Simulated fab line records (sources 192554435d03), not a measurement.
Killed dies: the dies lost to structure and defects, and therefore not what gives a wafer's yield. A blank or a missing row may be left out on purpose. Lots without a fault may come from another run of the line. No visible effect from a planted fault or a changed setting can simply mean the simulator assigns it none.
Matching of chambers    flow n5Finfet    rieDiel-03 running N5_BEOL_M15_DESCUM_15: 4 sister chambers
The step chemistry O2, time 7.9 s. 14 wafers are shown with their chamber, then 7 later ones without.

== WAFERS WITH THEIR CHAMBER ==
wafer   chamber  showerheadPlenumPTorr (Torr)  throttleValvePct (%)  oesProductAu (a.u.)
L079.1  1        2.18                          20.61                 0.71
L079.4  2        2.06                          20.54                 0.71
L079.6  2        2.06                          20.55                 0.71
L077.1  2        2.06                          20.55                 0.71
L077.3  3        2.23                          20.15                 0.85
L077.6  1        2.18                          20.63                 0.71
L082.1  3        2.22                          20.19                 0.85
L082.5  3        2.22                          20.20                 0.84
L082.6  1        2.18                          20.62                 0.70
L088.1  3        2.22                          20.17                 0.83
L088.4  2        2.06                          20.58                 0.69
L088.6  1        2.18                          20.64                 0.70
L094.1  0        1.99                          20.36                 0.69
L094.3  3        2.22                          20.21                 0.80

SIGNATURES (averages over the wafers above)
reading                chamber 0  chamber 1  chamber 2  chamber 3  scatter within a chamber
showerheadPlenumPTorr  1.9900     2.1800     2.0600     2.2220     0.00283
throttleValvePct       20.3600    20.6250    20.5550    20.1840    0.0193
oesProductAu           0.6900     0.7050     0.7050     0.8340     0.0146
Rule: distance of a wafer from a chamber = root of the sum over the readings of ((wafer's reading minus chamber's mean) / reading's scatter) squared. The wafer belongs to the nearest chamber; if the next one is less than 2 further off, it can't be placed. The scatter: take each reading less its chamber's mean, square it, sum over the shown wafers, divide by the number of wafers less the number of chambers, and take the root.

== WAFERS MISSING THEIR CHAMBER ==
wafer   showerheadPlenumPTorr (Torr)  throttleValvePct (%)  oesProductAu (a.u.)
L094.4  2.17                          20.66                 0.68
L096.3  1.99                          20.38                 0.69
L096.4  2.17                          20.66                 0.68
L096.5  1.99                          20.38                 0.69
L095.2  2.17                          20.69                 0.69
L095.3  1.99                          20.39                 0.69
L095.4  2.21                          20.22                 0.80

== CHAMBER TAKEN BY EACH ==
wafer   from the rows above  in truth
L094.4  1                    1
L096.3  0                    0
L096.4  1                    1
L096.5  0                    0
L095.2  1                    1
L095.3  0                    0
L095.4  3                    3
Correctly placed: 7 of 7. From these rows, 0 cannot be placed. 0 placed wrongly.
